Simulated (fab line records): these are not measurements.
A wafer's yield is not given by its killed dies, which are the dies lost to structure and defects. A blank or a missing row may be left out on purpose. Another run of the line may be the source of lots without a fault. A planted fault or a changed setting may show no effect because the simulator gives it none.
Lot-split experiment	flow n5-finfet	on a route of 1938 steps: 7 lots, 21 wafers read

ABOUT THE SPLIT
At N5_GATE_CUT_ALD_22 (deposits SiNx, target thk 16 nm, pulse time 1 s, ald cycles 320), the setting ald-cycles was moved away from the recipe's 320 on 7 of the 21 wafers read, by -8.1% to +9.1%. This setting was run at the recipe's value on the other wafers.

Reading taken at the split's own step.

THE READING
SiNx_of_GATE_CUT_ALD_22.thk-nm (the simulator's own value, which no gauge read), in nm, at N5_GATE_CUT_ALD_22 (deposits SiNx, target thk 16 nm, pulse time 1 s, ald cycles 320). The file gives no usual value for it. Across the 14 wafers here that went through the recipe, the average is 15.9 nm and the standard deviation 0.09 nm.

wafer	tool, chamber at the split	ald-cycles as run	against the recipe	SiNx_of_GATE_CUT_ALD_22.thk-nm, nm	against lot-mates on the recipe
L084.3	ald-sin-01, 3,1	349	+9.1%	17.4	+1.6
L084.4	ald-sin-01, 3,1	349	+9.1%	17.4	+1.6
L084.5	ald-sin-01, 0	320	recipe	15.8	-
L086.3	ald-sin-03, 3	320	recipe	16	-
L086.5	ald-sin-03, 3	320	recipe	15.8	-
L086.6	ald-sin-03, 2	346	+8.1%	17.2	+1.3
L089.1	ald-sin-01, 3	320	recipe	15.8	-
L089.2	ald-sin-01, 0	297	-7.2%	14.8	-1.1
L089.6	ald-sin-01, 3	320	recipe	16	-
L090.3	ald-sin-01, 3,1	320	recipe	16	-
L090.4	ald-sin-01, 3,1	320	recipe	16	-
L090.6	ald-sin-01, 0	320	recipe	15.8	-
L091.3	ald-sin-04, 2	320	recipe	16	-
L091.4	ald-sin-04, 0	294	-8.1%	15	-1.0
L091.6	ald-sin-04, 0	294	-8.1%	14.8	-1.2
L094.1	ald-sin-01, 2,1,3	320	recipe	16	-
L094.2	ald-sin-01, 2,1,3	320	recipe	16	-
L094.5	ald-sin-01, 2,1,3	320	recipe	16	-
L097.1	ald-sin-01, 3,1	320	recipe	16	-
L097.6	ald-sin-01, 3,1	320	recipe	16	-
L097.2	ald-sin-01, 2	294	-8.1%	14.8	-1.2
The file does not say which wafer passed through which chamber wherever a row lists several chambers: such a row stands for several wafers.

THE FIT
A straight line over all 21 wafers: SiNx_of_GATE_CUT_ALD_22.thk-nm changes by +0.148 nm for each +1% of ald-cycles; r = +0.99; the points scatter about the line by 0.1 nm.
The same after taking each lot's own level away (the mean of its wafers on the recipe; 21 wafers): +0.157 nm for each +1%; r = +0.99; scatter 0.099 nm.
According to that fit, moving ald-cycles by its largest amount changes the reading by 1.4 nm.
The span of the lots' own levels, 15.80 to 16.00 nm, comes to 2.2 times the standard deviation stated above.
So the lot-to-lot level changes the slope little: the two slopes agree.
Check: for one of the wafers moved furthest among these (+9.1%), held out of the fit, the line's prediction against its lot-mates is +1.42 nm. It came out at +1.6 nm against them.

FURTHER SPLITS ON THESE WAFERS
Other splits were also applied to these wafers ahead of the reading. Each is held against what the fit with the lots' levels taken away leaves over:
other split on the same wafers	wafers away from the commonest value	r with SiNx_of_GATE_CUT_ALD_22.thk-nm (lot level and that fit taken away)
N5_HKMG_FIN_EXPOSE_46 dose-mj	7	-0.15

THE FILE'S OWN FIT
SiNx_of_GATE_CUT_ALD_22.thk-nm changes by +0.156 nm for each +1% of ald-cycles, r = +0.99.
